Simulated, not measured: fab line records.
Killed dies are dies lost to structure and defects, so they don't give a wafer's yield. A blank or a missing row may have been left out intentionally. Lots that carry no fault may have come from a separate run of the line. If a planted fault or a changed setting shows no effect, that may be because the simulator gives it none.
The tool behind it: which one? :: flow nandHarc :: 12 lots, 36 wafers sampled, at 4 steps of a route of 1302

WHAT THE GAUGES READ, wafer by wafer
NHARC_A_M0_THK_MEAS_24: measures by xrf.
lot: L076
measured: day 23 05:53
on: filmMetro-01
thkNm (nm): 115.1 115.3 113.9

lot: L078
measured: day 23 18:22
on: filmMetro-02
thkNm (nm): 113.5 112.3 113.1

lot: L079
measured: day 24 03:02
on: filmMetro-01
thkNm (nm): 112.0 113.3 111.2

lot: L080
measured: day 24 21:41
on: filmMetro-01
thkNm (nm): 113.5 112.8 113.9

lot: L082
measured: day 26 06:52
on: filmMetro-02
thkNm (nm): 114.3 112.3 115.4

lot: L084
measured: day 26 19:12
on: filmMetro-01
thkNm (nm): 113.6 114.0 112.7

lot: L086
measured: day 28 01:35
on: filmMetro-01
thkNm (nm): 114.6 115.3 111.9

lot: L091
measured: day 28 22:53
on: filmMetro-01
thkNm (nm): 114.0 113.5 115.0

lot: L089
measured: day 29 06:52
on: filmMetro-02
thkNm (nm): 116.4 115.7 115.8

lot: L093
measured: day 31 00:04
on: filmMetro-02
thkNm (nm): 112.8 114.9 114.4

lot: L094
measured: day 31 04:56
on: filmMetro-02
thkNm (nm): 112.2 113.4 115.2

lot: L097
measured: day 33 09:43
on: filmMetro-02
thkNm (nm): 113.6 114.7 112.7

WHAT TOOL EACH LOT RAN ON (gives the tool, then ch and the chambers of the sampled wafers, and finally the start)
lot: L076
NHARC_A_CONTACT_DESCUM_13: rieDiel-05 ch 0,1,3, day 22 17:23
NHARC_A_M0_PRE_CLEAN_29: pvdSputter-03, day 23 05:35 or earlier
NHARC_A_M0_CMP_23: cmp-02 ch 0,2,3, day 23 05:35

lot: L078
NHARC_A_CONTACT_DESCUM_13: rieDiel-01 ch 0,1,2, day 23 05:39
NHARC_A_M0_PRE_CLEAN_29: pvdSputter-02, day 23 18:04 or earlier
NHARC_A_M0_CMP_23: cmp-02 ch 0,2, day 23 18:04

lot: L079
NHARC_A_CONTACT_DESCUM_13: rieDiel-08 ch 1,2,3, day 23 14:28
NHARC_A_M0_PRE_CLEAN_29: pvdSputter-02, day 24 02:45 or earlier
NHARC_A_M0_CMP_23: cmp-02 ch 0,1,3, day 24 02:45

lot: L080
NHARC_A_CONTACT_DESCUM_13: rieDiel-05 ch 0,2,3, day 24 09:00
NHARC_A_M0_PRE_CLEAN_29: pvdSputter-03, day 24 21:22 or earlier
NHARC_A_M0_CMP_23: cmp-04 ch 0,2, day 24 21:22

lot: L082
NHARC_A_CONTACT_DESCUM_13: rieDiel-01 ch 0,1,3, day 25 12:35
NHARC_A_M0_PRE_CLEAN_29: pvdSputter-03, day 26 06:34 or earlier
NHARC_A_M0_CMP_23: cmp-02 ch 0,1,2, day 26 06:34

lot: L084
NHARC_A_CONTACT_DESCUM_13: rieDiel-01 ch 1,2,3, day 26 06:30
NHARC_A_M0_PRE_CLEAN_29: pvdSputter-01, day 26 18:58 or earlier
NHARC_A_M0_CMP_23: cmp-02 ch 1,2,3, day 26 18:58

lot: L086
NHARC_A_CONTACT_DESCUM_13: rieDiel-08 ch 0,3, day 27 12:34
NHARC_A_M0_PRE_CLEAN_29: pvdSputter-03, day 28 01:17 or earlier
NHARC_A_M0_CMP_23: cmp-04 ch 0,3, day 28 01:17

lot: L091
NHARC_A_CONTACT_DESCUM_13: rieDiel-05 ch 0,1, day 28 10:10
NHARC_A_M0_PRE_CLEAN_29: pvdSputter-03, day 28 22:34 or earlier
NHARC_A_M0_CMP_23: cmp-02 ch 0,2,3, day 28 22:34

lot: L089
NHARC_A_CONTACT_DESCUM_13: rieDiel-08 ch 0,1, day 28 15:34
NHARC_A_M0_PRE_CLEAN_29: pvdSputter-03, day 29 06:33 or earlier
NHARC_A_M0_CMP_23: cmp-03 ch 0,1,3, day 29 06:33

lot: L093
NHARC_A_CONTACT_DESCUM_13: rieDiel-08 ch 0,1, day 30 10:43
NHARC_A_M0_PRE_CLEAN_29: pvdSputter-01, day 30 23:46 or earlier
NHARC_A_M0_CMP_23: cmp-02 ch 2,3, day 30 23:46

lot: L094
NHARC_A_CONTACT_DESCUM_13: rieDiel-01 ch 1,2,3, day 30 16:13
NHARC_A_M0_PRE_CLEAN_29: pvdSputter-02, day 31 04:38 or earlier
NHARC_A_M0_CMP_23: cmp-02 ch 0,1,2, day 31 04:38

lot: L097
NHARC_A_CONTACT_DESCUM_13: rieDiel-01 ch 1,2,3, day 32 18:11
NHARC_A_M0_PRE_CLEAN_29: pvdSputter-02, day 33 09:23 or earlier
NHARC_A_M0_CMP_23: cmp-03 ch 1,2,3, day 33 09:23
- NHARC_A_CONTACT_DESCUM_13: chemistry O2, time 3 s.
- NHARC_A_M0_PRE_CLEAN_29: time 30 s.
- NHARC_A_M0_CMP_23: polishes, t overpolish 20 s, target thk 113.75 nm.

THE ANSWER, worked out from the rows above alone
Rule: usual is defined by the lots themselves. Put in order of their means at a reading, lots are off if they are a third of the lots or fewer, leave a main group of 4 or more, and stand apart from it by a gap of 3 or more times the standard deviation of the main group's means; of several such gaps the widest counts. A main group whose means are all the same, to the digits that the tables above print for the reading, isn't used. A lot without any number at a reading at which 4 lots or more have one is off too. The other lots that the step has rows for count as sound.
No lot is off at any reading shown: from this, nothing can be told.

WHAT THE SIMULATOR PUT IN
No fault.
